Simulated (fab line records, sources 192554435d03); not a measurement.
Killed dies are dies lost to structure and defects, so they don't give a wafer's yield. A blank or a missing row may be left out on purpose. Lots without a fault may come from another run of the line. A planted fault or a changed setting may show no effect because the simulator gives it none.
Chamber matching | flow n5_finfet | N5_BEOL_M5_PECVD_70 on pecvd-01: 3 sister chambers
The step deposits SiO2 from TEOS/O2, target thk 16 nm, time 18 s. 6 wafers are shown with their chamber, then 11 later ones without.

WAFERS WITH THEIR CHAMBER
wafer  | chamber | showerhead_plenum_p_Torr (Torr) | throttle_valve_pct (%)
L085.4 | 0       | 8.90                            | 22.3
L086.5 | 1       | 8.67                            | 21.5
L090.3 | 0       | 8.91                            | 22.5
L090.5 | 1       | 8.69                            | 21.7
L090.6 | 2       | 8.60                            | 20.6
L092.3 | 2       | 8.60                            | 20.5

WAFERS WITHOUT THEIR CHAMBER
wafer  | showerhead_plenum_p_Torr (Torr) | throttle_valve_pct (%)
L092.4 | 8.68                            | 21.7
L092.5 | 8.61                            | 20.4
L093.2 | 8.67                            | 21.6
L093.4 | 8.59                            | 20.6
L093.5 | 8.90                            | 22.4
L095.1 | 8.68                            | 21.7
L095.4 | 8.61                            | 20.5
L095.5 | 8.65                            | 21.8
L097.1 | 8.93                            | 22.3
L097.2 | 8.67                            | 21.7
L097.6 | 8.67                            | 21.6

WHICH CHAMBER EACH WENT THROUGH
wafer  | from the rows above | in truth
L092.4 | 1                   | 1
L092.5 | 2                   | 2
L093.2 | 1                   | 1
L093.4 | 2                   | 2
L093.5 | 0                   | 0
L095.1 | 1                   | 1
L095.4 | 2                   | 2
L095.5 | 1                   | 1
L097.1 | 0                   | 0
L097.2 | 1                   | 1
L097.6 | 1                   | 1
Placed correctly: 11 of 11. Can't be placed from these rows: 0. Placed wrongly: 0.
How it was worked out, from the rows above alone: a wafer's distance from a chamber is the root of the sum, over the readings, of the square of ((its reading less the chamber's mean) divided by the reading's scatter). The wafer belongs to the nearest chamber; if the next one is less than 2 further off, it can't be placed. A chamber's mean is the mean of its shown wafers. The scatter: the root of (the sum of the squares of (reading less its chamber's mean) over the shown wafers, divided by (wafers less chambers)).
